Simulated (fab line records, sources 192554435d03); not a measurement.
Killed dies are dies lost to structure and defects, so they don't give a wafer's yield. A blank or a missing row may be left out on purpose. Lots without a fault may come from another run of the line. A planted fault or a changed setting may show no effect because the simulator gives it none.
fab line records | flow n5_finfet
record lots=24 wafers=72 last_day=18
route steps=1938 shown BEOL_M3@991
lots that met no fault: from a run of the same line without faults
start_h: hours from the record's first day to the start of the lot's first wafer shown | wait_h: hours since the lot's step before | " the same as in the row above | L1.1+2: a row that stands for several wafers | - no value, or no start given | * or withheld: withheld | < > ~ a bound
route shown NAME@n: a module of which the file shows steps, and the number in the route of the first | usual: mean/standard deviation of fault-free wafers | same: alike in all rows | chamber/n: place in a boat | sites: the reading at each site | _std_site: their standard deviation | _edge_site: outer sites' mean less inner sites' | radius_mm: how far each site lies from the wafer's centre | mask NAME#n: copy n | behind: the tool/chamber that last shaped the wafer | hold: why the lot was held/for how many hours/how that ended | device: the transistor (n, p or np) that didn't switch | end of line: the same wafers' tests at the end of the route | a step without rows: its recipe alone | killed: dies lost to structure and defects at the first sort, not the wafer's yield | map: a wafer's dies, x killed, . not, _ none there
set.NAME: the setting as run; set.NAME@STEP: as run at that earlier step | model.NAME: the simulator's own value behind a step, which no gauge read
steps of the route over a sample of lots; a table a step, a row a wafer
services: from which hour (start_h, from the record's first day; less than 0 if before it) a tool's chamber was out of use, for how many hours, and why
## steps
# step N5_BEOL_M3_ALD_84
# recipe material=TaN target_thk_a=* temp_c=275 ald_precursor_family=PDMAT ald_co_reactant=NH3 pressure_torr=3 carrier_flow_sccm=1500 pulse_time_s=2 purge_time_s=3 co_reactant_purge_time_s=2 co_reactant_pulse_time_s=3 ald_cycles=30 precursor_vessel_temp_c=75 precursor_vessel_pressure_torr=26.25 precursor_vessel_carrier_sccm=1000
# usual heater_power_w=426/43 mfc_carrier_sccm=1500/4.7
# same pulse_time_s=2
# columns lot.wafer tool chamber start_h wait_h heater_power_w mfc_carrier_sccm
L074.3 ald_metal-02 3 180.39 0.0 412 1495
L074.4 " 1 " " 384 1494
L074.5 " 3 " " 415 1492
L075.3 ald_metal-03 3 186.45 0.0 336 1496
L075.4 " 0 " " 418 1497
L075.6 " 1 " " 473 1505
L076.1 ald_metal-03 3 189.61 0.0 327 1500
L076.2 " 1 " " 496 1505
L076.5 " 2 " " 462 1493
L077.1 ald_metal-02 1 189.69 0.0 393 1505
L077.3 " 3 " " 402 1505
L077.6 " 1 " " 388 1502
L079.1 ald_metal-03 0 189.81 0.1 415 1502
L079.3 " 3 " " 335 1501
L079.5 " 3 " " 328 1502
L080.1 ald_metal-04 3 189.93 0.0 451 1505
L080.4 " 1 " " 456 1494
L080.5 " 1 " " 454 1493
L078.1 ald_metal-02 2 195.72 0.1 434 1500
L078.4 " 1 " " 380 1506
L078.5 " 2 " " 442 1503
L081.1 ald_metal-03 2 196.22 0.0 474 1501
L081.3 " 3 " " 335 1497
L081.6 " 3 " " 334 1504
L082.1 ald_metal-02 0 196.35 0.1 426 1498
L082.4 " 1 " " 386 1499
L082.5 " 2 " " 439 1500
L083.3 ald_metal-03 0 232.84 0.0 417 1498
L083.5 " 3 " " 330 1487
L083.6 " 2 " " 491 1503
L084.2 ald_metal-03 1 233.12 0.1 479 1504
L084.5 " 1 " " 482 1492
L084.6 " 0 " " 420 1502
L085.2 ald_metal-04 3 233.34 0.1 444 1499
L085.3 " 2 " " 475 1494
L085.5 " 3 " " 435 1500
L086.2 ald_metal-04 0 236.74 0.2 396 1510
L086.3 " 1 " " 459 1490
L086.6 " 1 " " 441 1495
L087.3 ald_metal-04 0 250.56 0.0 413 1493
L087.4 " 3 " " 455 1510
L087.5 " 2 " " 493 1494
L088.1 ald_metal-02 0 250.64 0.0 422 1497
L088.2 " 3 " " 408 1507
L088.3 " 1 " " 377 1506
L089.1 ald_metal-02 3 261.50 0.1 400 1499
L089.3 " 1 " " 380 1502
L089.5 " 1 " " 374 1501
L090.1 ald_metal-03 0 265.07 0.2 412 1494
L090.2 " 3 " " 331 1504
L090.6 " 0 " " 402 1497
L091.1 ald_metal-04 3 271.99 0.3 440 1503
L091.4 " 1 " " 446 1493
L091.5 " 2 " " 469 1497
L092.2 ald_metal-02 1 279.37 0.1 380 1502
L092.4 " 3 " " 418 1501
L092.6 " 0 " " 420 1499
L093.2 ald_metal-02 1 282.51 0.0 378 1499
L093.3 " 3 " " 414 1502
L093.6 " 2 " " 440 1504
L094.1 ald_metal-03 1 289.65 0.0 478 1493
L094.2 " 2 " " 475 1497
L094.4 " 0 " " 419 1502
L095.4 ald_metal-02 0 293.22 0.1 427 1504
L095.5 " 2 " " 436 1500
L095.6 " 3 " " 409 1502
L097.2 ald_metal-02 2 296.54 0.1 427 1504
L097.3 " 3 " " 413 1510
L097.6 " 2 " " 424 1500
L096.1 ald_metal-03 3 296.69 0.1 331 1500
L096.3 " 0 " " 426 1495
L096.5 " 0 " " 420 1492
# step N5_BEOL_M3_SURFACE_TREAT_85
# recipe gas=Ar time_s=* ion_energy_ev=* ion_current_ma_cm2=0.5 pressure_mtorr=* ar_flow_sccm=30
# usual throttle_valve_pct=*
# columns lot.wafer tool chamber start_h wait_h throttle_valve_pct
L074.3 pvd_sputter-01 - 180.80 0.3 *
L074.4 " - " " *
L074.5 " - " " *
L075.3 pvd_sputter-01 - 186.67 0.1 *
L075.4 " - " " *
L075.6 " - " " *
L076.1 pvd_sputter-01 - 189.89 0.2 *
L076.2 " - " " *
L076.5 " - " " *
L077.1 pvd_sputter-01 - 189.94 0.1 *
L077.3 " - " " *
L077.6 " - " " *
L079.1 pvd_sputter-02 - 190.15 0.2 *
L079.3 " - " " *
L079.5 " - " " *
L080.1 pvd_sputter-03 - 190.16 0.1 *
L080.4 " - " " *
L080.5 " - " " *
L078.1 pvd_sputter-01 - 196.00 0.2 *
L078.4 " - " " *
L078.5 " - " " *
L081.1 pvd_sputter-03 - 196.45 0.1 *
L081.3 " - " " *
L081.6 " - " " *
L082.1 pvd_sputter-03 - 196.57 0.1 *
L082.4 " - " " *
L082.5 " - " " *
L083.3 pvd_sputter-01 - 233.08 0.1 *
L083.5 " - " " *
L083.6 " - " " *
L084.2 pvd_sputter-02 - 233.35 0.1 *
L084.5 " - " " *
L084.6 " - " " *
L085.2 pvd_sputter-01 - 233.68 0.2 *
L085.3 " - " " *
L085.5 " - " " *
L086.2 pvd_sputter-03 - 236.97 0.1 *
L086.3 " - " " *
L086.6 " - " " *
L087.3 pvd_sputter-02 - 250.82 0.2 *
L087.4 " - " " *
L087.5 " - " " *
L088.1 pvd_sputter-03 - 250.87 0.1 *
L088.2 " - " " *
L088.3 " - " " *
L089.1 pvd_sputter-01 - 261.72 0.1 *
L089.3 " - " " *
L089.5 " - " " *
L090.1 pvd_sputter-01 - 265.32 0.1 *
L090.2 " - " " *
L090.6 " - " " *
L091.1 pvd_sputter-02 - 273.81 1.7 *
L091.4 " - " " *
L091.5 " - " " *
L092.2 pvd_sputter-01 - 279.65 0.2 *
L092.4 " - " " *
L092.6 " - " " *
L093.2 pvd_sputter-03 - 282.84 0.2 *
L093.3 " - " " *
L093.6 " - " " *
L094.1 pvd_sputter-02 - 289.99 0.2 *
L094.2 " - " " *
L094.4 " - " " *
L095.4 pvd_sputter-02 - 293.41 0.1 *
L095.5 " - " " *
L095.6 " - " " *
L097.2 pvd_sputter-02 - 296.97 0.3 *
L097.3 " - " " *
L097.6 " - " " *
L096.1 pvd_sputter-03 - 297.43 0.6 *
L096.3 " - " " *
L096.5 " - " " *
# step N5_BEOL_M3_ANNEAL_49
# recipe temp_c=400 time_s=240 ambient=vacuum
# usual heater_power_w=827/95
# columns lot.wafer tool chamber start_h wait_h heater_power_w
L074.3 pvd_sputter-03 - 181.23 0.0 968
L074.4 " - " " 859
L074.5 " - " " 828
L075.3 pvd_sputter-02 - 187.07 0.0 747
L075.4 " - " " 843
L075.6 " - " " 842
L076.1 pvd_sputter-01 - 190.26 0.0 672
L076.2 " - " " 780
L076.5 " - " " 960
L077.1 pvd_sputter-02 - 190.71 0.0 817
L077.3 " - " " 817
L077.6 " - " " 844
L079.1 pvd_sputter-01 - 192.10 0.0 769
L079.3 " - " " 647
L079.5 " - " " 783
L080.1 pvd_sputter-03 - 192.22 0.0 947
L080.4 " - " " 980
L080.5 " - " " 969
L078.1 pvd_sputter-01 - 196.31 0.0 963
L078.4 " - " " 780
L078.5 " - " " 653
L081.1 pvd_sputter-01 - 198.15 0.0 976
L081.3 " - " " 643
L081.6 " - " " 793
L082.1 pvd_sputter-03 - 198.73 0.0 924
L082.4 " - " " 797
L082.5 " - " " 987
L083.3 pvd_sputter-02 - 233.47 0.0 806
L083.5 " - " " 806
L083.6 " - " " 764
L084.2 pvd_sputter-01 - 233.80 0.0 771
L084.5 " - " " 649
L084.6 " - " " 967
L085.2 pvd_sputter-01 - 235.72 0.0 812
L085.3 " - " " 772
L085.5 " - " " 775
L086.2 pvd_sputter-01 - 237.68 0.0 951
L086.3 " - " " 787
L086.6 " - " " 946
L087.3 pvd_sputter-03 - 251.12 0.0 945
L087.4 " - " " 847
L087.5 " - " " 937
L088.1 pvd_sputter-02 - 251.19 0.0 817
L088.2 " - " " 792
L088.3 " - " " 749
L089.1 pvd_sputter-01 - 262.13 0.0 663
L089.3 " - " " 959
L089.5 " - " " 660
L090.1 pvd_sputter-02 - 267.00 0.0 851
L090.2 " - " " 816
L090.6 " - " " 774
L091.1 pvd_sputter-01 - 274.33 0.0 659
L091.4 " - " " 752
L091.5 " - " " 951
L092.2 pvd_sputter-01 - 279.95 0.0 806
L092.4 " - " " 974
L092.6 " - " " 976
L093.2 pvd_sputter-03 - 283.20 0.0 822
L093.3 " - " " 944
L093.6 " - " " 852
L094.1 pvd_sputter-01 - 290.53 0.0 980
L094.2 " - " " 773
L094.4 " - " " 777
L095.4 pvd_sputter-01 - 293.89 0.0 665
L095.5 " - " " 665
L095.6 " - " " 762
L097.2 pvd_sputter-03 - 297.63 0.0 841
L097.3 " - " " 921
L097.6 " - " " 824
L096.1 pvd_sputter-01 - 298.71 0.0 679
L096.3 " - " " 757
L096.5 " - " " 796
# step N5_BEOL_M3_ANNEAL_95
# recipe temp_c=400 time_s=240 ambient=vacuum
# usual heater_power_w=828/94
# columns lot.wafer tool chamber start_h wait_h heater_power_w
L074.3 pvd_sputter-03 - 182.77 0.0 965
L074.4 " - " " 840
L074.5 " - " " 847
L075.3 pvd_sputter-02 - 188.61 0.0 762
L075.4 " - " " 822
L075.6 " - " " 835
L076.1 pvd_sputter-01 - 191.80 0.0 653
L076.2 " - " " 780
L076.5 " - " " 962
L077.1 pvd_sputter-02 - 192.25 0.0 805
L077.3 " - " " 804
L077.6 " - " " 840
L079.1 pvd_sputter-01 - 193.64 0.0 784
L079.3 " - " " 670
L079.5 " - " " 778
L080.1 pvd_sputter-03 - 193.76 0.0 900
L080.4 " - " " 958
L080.5 " - " " 965
L078.1 pvd_sputter-01 - 197.85 0.0 976
L078.4 " - " " 784
L078.5 " - " " 661
L081.1 pvd_sputter-01 - 199.69 0.0 991
L081.3 " - " " 659
L081.6 " - " " 795
L082.1 pvd_sputter-03 - 200.27 0.0 912
L082.4 " - " " 806
L082.5 " - " " 988
L083.3 pvd_sputter-02 - 235.01 0.0 824
L083.5 " - " " 821
L083.6 " - " " 773
L084.2 pvd_sputter-01 - 235.34 0.0 780
L084.5 " - " " 668
L084.6 " - " " 961
L085.2 pvd_sputter-01 - 237.26 0.0 778
L085.3 " - " " 789
L085.5 " - " " 785
L086.2 pvd_sputter-01 - 239.22 0.0 962
L086.3 " - " " 775
L086.6 " - " " 970
L087.3 pvd_sputter-03 - 252.66 0.0 962
L087.4 " - " " 847
L087.5 " - " " 906
L088.1 pvd_sputter-02 - 252.73 0.0 833
L088.2 " - " " 809
L088.3 " - " " 777
L089.1 pvd_sputter-01 - 263.67 0.0 658
L089.3 " - " " 977
L089.5 " - " " 637
L090.1 pvd_sputter-02 - 268.54 0.0 836
L090.2 " - " " 819
L090.6 " - " " 763
L091.1 pvd_sputter-01 - 275.87 0.0 654
L091.4 " - " " 776
L091.5 " - " " 946
L092.2 pvd_sputter-01 - 281.49 0.0 770
L092.4 " - " " 927
L092.6 " - " " 937
L093.2 pvd_sputter-03 - 284.74 0.0 862
L093.3 " - " " 924
L093.6 " - " " 831
L094.1 pvd_sputter-01 - 292.07 0.0 964
L094.2 " - " " 777
L094.4 " - " " 781
L095.4 pvd_sputter-01 - 295.43 0.0 671
L095.5 " - " " 663
L095.6 " - " " 780
L097.2 pvd_sputter-03 - 299.17 0.0 842
L097.3 " - " " 911
L097.6 " - " " 848
L096.1 pvd_sputter-01 - 300.25 0.0 660
L096.3 " - " " 804
L096.5 " - " " 805
# step N5_BEOL_M3_SPUTTER_96
# recipe material=Cu target_thk_a=45 temp_c=-20 chamber_pressure_pa=0.07 power_w=withheld time_s=8.29
# usual chamber_pressure_pa=0.07001/0.00015 throttle_valve_pct=30.1/1.4
# columns lot.wafer tool chamber start_h wait_h chamber_pressure_pa throttle_valve_pct
L074.3 pvd_sputter-03 - 182.91 0.1 0.07001 29.3
L074.4 " - " " 0.06994 27.6
L074.5 " - " " 0.0699 27.5
L075.3 pvd_sputter-02 - 188.75 0.1 0.07005 31.1
L075.4 " - " " 0.06998 29.5
L075.6 " - " " 0.07001 29.7
L076.1 pvd_sputter-01 - 191.94 0.1 0.07012 30.6
L076.2 " - " " 0.07003 29.8
L076.5 " - " " 0.07033 31.0
L077.1 pvd_sputter-02 - 192.39 0.1 0.07002 29.3
L077.3 " - " " 0.07003 30.7
L077.6 " - " " 0.06992 29.9
L079.1 pvd_sputter-01 - 193.78 0.1 0.07001 28.7
L079.3 " - " " 0.07029 30.8
L079.5 " - " " 0.07013 29.6
L080.1 pvd_sputter-03 - 193.90 0.1 0.06997 33.5
L080.4 " - " " 0.06981 29.5
L080.5 " - " " 0.06981 29.5
L078.1 pvd_sputter-01 - 197.99 0.1 0.07004 31.1
L078.4 " - " " 0.06983 29.4
L078.5 " - " " 0.06969 30.7
L081.1 pvd_sputter-01 - 199.83 0.1 0.06986 31.2
L081.3 " - " " 0.06997 30.6
L081.6 " - " " 0.07004 29.7
L082.1 pvd_sputter-03 - 200.41 0.1 0.07011 33.7
L082.4 " - " " 0.07019 30.1
L082.5 " - " " 0.06982 29.4
L083.3 pvd_sputter-02 - 235.15 0.1 0.06973 29.4
L083.5 " - " " 0.06983 30.8
L083.6 " - " " 0.07005 31.1
L084.2 pvd_sputter-01 - 235.48 0.1 0.07014 28.8
L084.5 " - " " 0.07002 30.6
L084.6 " - " " 0.06986 31.3
L085.2 pvd_sputter-01 - 237.40 0.1 0.06997 29.6
L085.3 " - " " 0.06997 28.8
L085.5 " - " " 0.07002 29.5
L086.2 pvd_sputter-01 - 239.36 0.1 0.07017 31.3
L086.3 " - " " 0.0699 29.0
L086.6 " - " " 0.07035 30.8
L087.3 pvd_sputter-03 - 252.80 0.1 0.07004 29.4
L087.4 " - " " 0.0699 27.4
L087.5 " - " " 0.07023 33.6
L088.1 pvd_sputter-02 - 252.87 0.1 0.07017 29.7
L088.2 " - " " 0.07009 30.6
L088.3 " - " " 0.06997 30.9
L089.1 pvd_sputter-01 - 263.81 0.1 0.06967 30.8
L089.3 " - " " 0.07009 31.1
L089.5 " - " " 0.06984 30.7
L090.1 pvd_sputter-02 - 268.68 0.1 0.06978 29.9
L090.2 " - " " 0.06989 29.4
L090.6 " - " " 0.07018 31.0
L091.1 pvd_sputter-01 - 276.01 0.1 0.07005 30.3
L091.4 " - " " 0.06988 28.8
L091.5 " - " " 0.07023 30.8
L092.2 pvd_sputter-01 - 281.63 0.1 0.07014 29.5
L092.4 " - " " 0.06998 31.0
L092.6 " - " " 0.07014 31.0
L093.2 pvd_sputter-03 - 284.88 0.1 0.06983 27.6
L093.3 " - " " 0.06985 33.5
L093.6 " - " " 0.06985 27.4
L094.1 pvd_sputter-01 - 292.21 0.1 0.07007 31.1
L094.2 " - " " 0.0704 29.6
L094.4 " - " " 0.07001 28.7
L095.4 pvd_sputter-01 - 295.57 0.1 0.07007 30.7
L095.5 " - " " 0.06998 30.4
L095.6 " - " " 0.07008 29.0
L097.2 pvd_sputter-03 - 299.31 0.1 0.0701 27.4
L097.3 " - " " 0.07001 33.6
L097.6 " - " " 0.07011 27.5
L096.1 pvd_sputter-01 - 300.39 0.1 0.07012 30.6
L096.3 " - " " 0.06987 29.0
L096.5 " - " " 0.06982 29.6
# step N5_BEOL_M3_DEP_57
# recipe material=SiCN target_thk_a=80 temp_c=withheld precursor=3MS/NH3 pressure_torr=3 rf_w=202 time_s=14
# usual showerhead_plenum_p_Torr=3.661/0.017 throttle_valve_pct=9.0/0.33
# columns lot.wafer tool chamber start_h wait_h showerhead_plenum_p_Torr throttle_valve_pct
L074.3 pecvd-01 0 183.89 0.0 3.640 9.1
L074.4 " 1 " " 3.662 9.6
L074.5 " 0 " " 3.636 8.9
L075.3 pecvd-04 0 189.73 0.0 3.677 9.0
L075.4 " 1 " " 3.643 8.8
L075.6 " 0 " " 3.683 9.2
L076.1 pecvd-04 0 192.92 0.0 3.683 9.5
L076.2 " 1 " " 3.650 8.5
L076.5 " 2 " " 3.681 8.7
L077.1 pecvd-01 0 193.37 0.0 3.635 9.1
L077.3 " 1 " " 3.657 9.6
L077.6 " 2 " " 3.659 9.5
L079.1 pecvd-04 1 194.76 0.0 3.647 8.5
L079.3 " 0 " " 3.691 9.1
L079.5 " 0 " " 3.687 9.1
L080.1 pecvd-02 0 195.03 0.0 3.667 9.3
L080.4 " 2 " " 3.677 8.6
L080.5 " 0 " " 3.668 8.9
L078.1 pecvd-04 0 199.39 0.0 3.686 8.9
L078.4 " 2 " " 3.683 8.8
L078.5 " 0 " " 3.680 9.1
L081.1 pecvd-04 0 200.83 0.0 3.681 9.1
L081.3 " 2 " " 3.666 8.9
L081.6 " 2 " " 3.679 8.5
L082.1 pecvd-04 2 201.41 0.0 3.668 8.6
L082.4 " 0 " " 3.685 8.9
L082.5 " 1 " " 3.648 8.6
L083.3 pecvd-04 0 236.13 0.0 3.685 9.0
L083.5 " 0 " " 3.680 9.3
L083.6 " 2 " " 3.676 8.9
L084.2 pecvd-01 1 236.49 0.0 3.648 9.5
L084.5 " 0 " " 3.633 9.1
L084.6 " 2 " " 3.640 8.7
L085.2 pecvd-01 2 239.94 0.0 3.652 8.7
L085.3 " 0 " " 3.639 8.9
L085.5 " 2 " " 3.643 8.7
L086.2 pecvd-02 2 241.29 0.0 3.677 8.9
L086.3 " 1 " " 3.665 9.3
L086.6 " 1 " " 3.660 9.4
L087.3 pecvd-04 1 254.02 0.0 3.639 8.8
L087.4 " 1 " " 3.637 8.6
L087.5 " 0 " " 3.690 9.3
L088.1 pecvd-02 0 254.31 0.0 3.671 9.2
L088.2 " 2 " " 3.680 9.0
L088.3 " 1 " " 3.652 9.3
L089.1 pecvd-04 0 264.79 0.0 3.678 9.2
L089.3 " 2 " " 3.677 8.7
L089.5 " 1 " " 3.638 8.6
L090.1 pecvd-04 0 270.52 0.0 3.686 9.4
L090.2 " 1 " " 3.641 8.8
L090.6 " 0 " " 3.690 9.3
L091.1 pecvd-02 0 277.22 0.0 3.661 9.0
L091.4 " 2 " " 3.675 9.0
L091.5 " 1 " " 3.662 9.3
L092.2 pecvd-01 1 282.61 0.0 3.663 9.5
L092.4 " 0 " " 3.641 8.9
L092.6 " 1 " " 3.657 9.5
L093.2 pecvd-01 2 285.86 0.0 3.650 8.7
L093.3 " 0 " " 3.633 9.0
L093.6 " 0 " " 3.642 9.0
L094.1 pecvd-01 0 293.19 0.0 3.635 9.0
L094.2 " 1 " " 3.671 9.4
L094.4 " 1 " " 3.657 9.5
L095.4 pecvd-01 2 296.60 0.0 3.646 8.8
L095.5 " 1 " " 3.659 9.5
L095.6 " 0 " " 3.634 9.0
L097.2 pecvd-04 2 300.46 0.0 3.671 8.7
L097.3 " 1 " " 3.643 8.8
L097.6 " 1 " " 3.642 8.8
L096.1 pecvd-01 0 301.46 0.0 3.635 9.2
L096.3 " 1 " " 3.666 9.2
L096.5 " 0 " " 3.640 8.9
## services
# columns tool chamber start_h hours kind
pvd_sputter-02 - 159.51 2.8 repair
pecvd-01 - 164.59 14.6 pm
pecvd-04 1 166.84 5.5 scheduled_down
ald_metal-02 - 180.95 6.0 pm
ald_metal-03 0 192.97 25.3 repair
ald_metal-02 3 194.06 22.0 repair
pecvd-01 2 202.43 - clean
pecvd-01 2 202.43 - consumable_replace:showerhead
pecvd-01 2 202.43 29.0 scheduled_down
pecvd-01 2 202.43 29.0 vent_cycle
pvd_sputter-02 - 207.13 4.6 repair
pecvd-02 - 213.43 0.8 repair
ald_metal-04 2 218.00 7.0 repair
pecvd-01 1 232.63 - calibration
ald_metal-02 - 233.95 8.7 pm
pvd_sputter-03 - 239.40 1.2 repair
ald_metal-02 2 246.00 30.5 repair
ald_metal-04 - 284.19 6.0 pm
ald_metal-02 1 292.96 3.3 repair
pecvd-02 1 295.80 5.9 repair
## key
fault none
